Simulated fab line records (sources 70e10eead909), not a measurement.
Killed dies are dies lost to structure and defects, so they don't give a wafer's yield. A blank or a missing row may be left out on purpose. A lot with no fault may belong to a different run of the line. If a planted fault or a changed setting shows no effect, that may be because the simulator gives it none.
Which of the tools did it? / flow nand-harc / Sampling: 6 lots, 18 wafers, 2 of 1159 route steps

WHAT THE GAUGES READ, wafer by wafer
NHARC_P_ZERO_WELL_CD_MEAS_37: the cd target is 720 nm.
lot=L742; measured=day 1 22:07; on=cd-sem-02; cd-nm (nm)=721.3 719.1 719.8
lot=L744; measured=day 2 09:59; on=cd-sem-03; cd-nm (nm)=722.0 718.2 718.2
lot=L747; measured=day 3 03:58; on=cd-sem-03; cd-nm (nm)=718.2 719.7 720.3
lot=L758; measured=day 5 22:07; on=cd-sem-02; cd-nm (nm)=723.3 723.0 720.2
lot=L761; measured=day 6 16:08; on=cd-sem-02; cd-nm (nm)=722.7 722.9 720.3
lot=L764; measured=day 7 09:59; on=cd-sem-03; cd-nm (nm)=716.3 718.2 718.4

WHICH TOOL RAN EACH LOT (tool, then ch and the chambers of the sampled wafers, then the start)
lot=L742; NHARC_P_ZERO_WELL_EXPOSE_34=krf-scanner-02 ch 0, day 1 21:58
lot=L744; NHARC_P_ZERO_WELL_EXPOSE_34=krf-scanner-01 ch 0, day 2 09:50
lot=L747; NHARC_P_ZERO_WELL_EXPOSE_34=krf-scanner-04 ch 0, day 3 03:49
lot=L758; NHARC_P_ZERO_WELL_EXPOSE_34=krf-scanner-04 ch 0, day 5 21:58
lot=L761; NHARC_P_ZERO_WELL_EXPOSE_34=krf-scanner-01 ch 0, day 6 15:59
lot=L764; NHARC_P_ZERO_WELL_EXPOSE_34=krf-scanner-01 ch 0, day 7 09:50
- NHARC_P_ZERO_WELL_EXPOSE_34: exposes mask P PWELL, target cd 720 nm.

THE ANSWER, worked out from the rows above alone
Rule: what is usual is taken from the lots themselves. Put in order of their means at a reading, lots are off if they are a third of the lots or fewer, leave a main group of 4 or more, and stand apart from it by a gap of 3 or more times the standard deviation of the main group's means; of several such gaps the widest counts. A main group whose means are all the same, to the digits that the tables above print for the reading, isn't used. A lot without any number at a reading at which 4 lots or more have one is off too. Where the step has rows for the other lots, those lots are counted as sound.
None of the lots is off at any reading shown; this tells nothing.

WHAT HAD BEEN PUT IN BY THE SIMULATOR
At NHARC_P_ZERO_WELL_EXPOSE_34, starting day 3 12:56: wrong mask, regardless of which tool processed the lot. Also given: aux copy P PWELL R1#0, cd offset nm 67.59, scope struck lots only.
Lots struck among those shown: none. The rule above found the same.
